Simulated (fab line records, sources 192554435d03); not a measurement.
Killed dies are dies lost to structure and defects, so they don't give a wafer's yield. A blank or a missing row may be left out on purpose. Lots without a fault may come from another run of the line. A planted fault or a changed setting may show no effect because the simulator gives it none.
Split-lot experiment | flow n5_finfet | 7 lots, 21 wafers read, on a route of 1938 steps

THE SPLIT
At N5_BEOL_M15_EXPOSE_25 (exposes mask M15, target cd 400 nm), the setting dose_mj was moved away from the recipe's 35.5 on 7 of the 21 wafers read, by -6.8% to +5.8%. The other wafers ran this setting at the recipe's value.

FROM THE SPLIT TO THE READING: what the file shows between them, 3 steps
- N5_BEOL_M15_PEB_26: peb time 90 s
- N5_BEOL_M15_DEVELOP_27: develop time 45 s
- N5_BEOL_M15_HARDBAKE_32: time 120 s

THE READING
cd_nm, in nm, at N5_BEOL_M15_CD_MEAS_28 (target cd 407.6 nm). Fault-free wafers of this fab line usually give 406.9 nm, standard deviation 2.2 nm.

wafer  | tool, chamber at the split | dose_mj as run | against the recipe | cd_nm, nm | against lot-mates on the recipe
L074.3 | krf_scanner-02, 0          | 33.77          | -4.9%              | 401.6     | -10.1
L074.4 | krf_scanner-02, 0          | 35.5           | recipe             | 411.7     | -
L074.6 | krf_scanner-02, 0          | 33.77          | -4.9%              | 403.1     | -8.6
L076.2 | krf_scanner-02, 0          | 35.5           | recipe             | 410.4     | -
L076.3 | krf_scanner-02, 0          | 35.5           | recipe             | 408.5     | -
L076.6 | krf_scanner-02, 0          | 35.5           | recipe             | 410.6     | -
L077.2 | krf_scanner-01, 0          | 35.5           | recipe             | 411.6     | -
L077.3 | krf_scanner-01, 0          | 35.5           | recipe             | 410.1     | -
L077.4 | krf_scanner-01, 0          | 37.55          | +5.8%              | 418.5     | +7.6
L078.1 | krf_scanner-02, 0          | 35.5           | recipe             | 404.8     | -
L078.2 | krf_scanner-02, 0          | 36.89          | +3.9%              | 411.8     | +7.0
L078.5 | krf_scanner-02, 0          | 36.89          | +3.9%              | 411.8     | +7.0
L079.1 | krf_scanner-01, 0          | 35.5           | recipe             | 407.3     | -
L079.3 | krf_scanner-01, 0          | 35.5           | recipe             | 409.0     | -
L079.5 | krf_scanner-01, 0          | 33.09          | -6.8%              | 396.1     | -12.0
L096.1 | krf_scanner-02, 0          | 33.82          | -4.7%              | 402.1     | -6.6
L096.3 | krf_scanner-02, 0          | 35.5           | recipe             | 409.3     | -
L096.6 | krf_scanner-02, 0          | 35.5           | recipe             | 408.1     | -
L097.1 | krf_scanner-02, 0          | 35.5           | recipe             | 400.9     | -
L097.2 | krf_scanner-02, 0          | 35.5           | recipe             | 404.2     | -
L097.6 | krf_scanner-02, 0          | 35.5           | recipe             | 403.9     | -

THE FIT
A straight line over all 21 wafers: cd_nm changes by +1.41 nm for each +1% of dose_mj; r = +0.83; the points scatter about the line by 2.9 nm.
The same after taking each lot's own level away (the mean of its wafers on the recipe; 21 wafers): +1.68 nm for each +1%; r = +0.98; scatter 1.1 nm.
On that fit, the largest move of dose_mj shifts the reading by 11 nm.
The lots' own levels span 403.00 to 411.70 nm, that is 4.0 times the standard deviation above.
So the lot-to-lot level changes the slope: the two fits differ.
Check: with one of the wafers moved furthest among these (-6.8%) left out of the fit, the line predicts -11.3 nm for it against its lot-mates. It came out at -12 nm against them.

OTHER SPLITS ON THESE WAFERS
These wafers also went through other splits before the reading. Each is held against what the fit with the lots' levels taken away leaves over:
other split on the same wafers        | wafers away from the commonest value | r with cd_nm (lot level and that fit taken away)
N5_BEOL_M12_COAT_04 spin_rpm          | 8                                    | -0.19
N5_BEOL_M12_CMP_49 down_force_psi     | 5                                    | +0.12
N5_BEOL_M13_EXPOSE_07 dose_mj         | 4                                    | -0.24
N5_BEOL_M14_EXPOSE_25 dose_mj         | 5                                    | +0.10
N5_BEOL_M14_DEVELOP_27 develop_time_s | 10                                   | +0.36

THE WHOLE CHAIN: every reading that the file lists as answering this split, in the file's order
step                   | what it does                                                            | reading                                                         | change (the file's fit)              | r (the file's)
N5_BEOL_M15_CD_MEAS_28 | target cd 407.6 nm                                                      | cd_nm                                                           | +1.63 nm for each +1% of the setting | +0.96
N5_BEOL_M15_DESCUM_33  | chemistry O2, time 7.9 s                                                | BEOL_M15.cd_nm (the simulator's own value, which no gauge read) | +1.61 nm for each +1% of the setting | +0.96
N5_BEOL_M15_ETCH_61    | etches BARC in N2/H2, target depth 89 nm, overetch 26.7 nm, time 67.9 s | BEOL_M15.cd_nm (the simulator's own value, which no gauge read) | +1.67 nm for each +1% of the setting | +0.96

THE FILE'S OWN FIT
cd_nm changes by +1.63 nm for each +1% of dose_mj, r = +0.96.
